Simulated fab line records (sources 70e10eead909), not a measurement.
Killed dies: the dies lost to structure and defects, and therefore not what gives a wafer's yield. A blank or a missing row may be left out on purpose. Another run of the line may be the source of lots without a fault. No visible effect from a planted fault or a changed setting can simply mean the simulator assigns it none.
Chamber matching / flow nand-harc / NHARC_P_M2_PRE_CLEAN_32 on pecvd-04: 3 sister chambers
The step time 12 s. 6 wafers are shown with their chamber, then 11 later ones without.

== EACH WAFER AND ITS CHAMBER ==
wafer=L086.3; chamber=1; heater-power-w (W)=626
wafer=L086.6; chamber=1; heater-power-w (W)=619
wafer=L086.5; chamber=0; heater-power-w (W)=563
wafer=L085.4; chamber=0; heater-power-w (W)=670
wafer=L085.5; chamber=2; heater-power-w (W)=495
wafer=L088.1; chamber=2; heater-power-w (W)=408

== WAFERS WITHOUT THEIR CHAMBER ==
wafer=L088.3; heater-power-w (W)=629
wafer=L088.4; heater-power-w (W)=566
wafer=L091.1; heater-power-w (W)=590
wafer=L091.3; heater-power-w (W)=488
wafer=L091.5; heater-power-w (W)=497
wafer=L093.1; heater-power-w (W)=638
wafer=L093.3; heater-power-w (W)=400
wafer=L093.5; heater-power-w (W)=395
wafer=L096.1; heater-power-w (W)=615
wafer=L096.2; heater-power-w (W)=568
wafer=L096.3; heater-power-w (W)=411

== EACH ONE'S CHAMBER ==
wafer=L088.3; from the rows above=can't be placed: 1 or 0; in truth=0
wafer=L088.4; from the rows above=can't be placed: 0 or 1 or 2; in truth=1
wafer=L091.1; from the rows above=can't be placed: 0 or 1 or 2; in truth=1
wafer=L091.3; from the rows above=can't be placed: 2 or 0 or 1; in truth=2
wafer=L091.5; from the rows above=can't be placed: 2 or 0 or 1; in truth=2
wafer=L093.1; from the rows above=can't be placed: 1 or 0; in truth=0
wafer=L093.3; from the rows above=2; in truth=2
wafer=L093.5; from the rows above=2; in truth=2
wafer=L096.1; from the rows above=can't be placed: 0 or 1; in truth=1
wafer=L096.2; from the rows above=can't be placed: 0 or 1 or 2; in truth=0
wafer=L096.3; from the rows above=2; in truth=2
3 of 11 placed correctly. Cannot be placed on the basis of these rows: 8; the candidates contain the true chamber in 8. 0 placed wrongly.
How it was worked out, from the rows above alone: a wafer's distance from a chamber is the root of the sum, over the readings, of the square of ((its reading less the chamber's mean) divided by the reading's scatter). If the next closest chamber is less than 2 further off than the closest, the wafer can't be placed; otherwise it belongs to the closest. The mean given for a chamber averages the wafers shown for that chamber. The scatter is the square root of a quotient: the sum, over the shown wafers, of each reading's squared deviation from its chamber's mean, divided by wafers minus chambers.
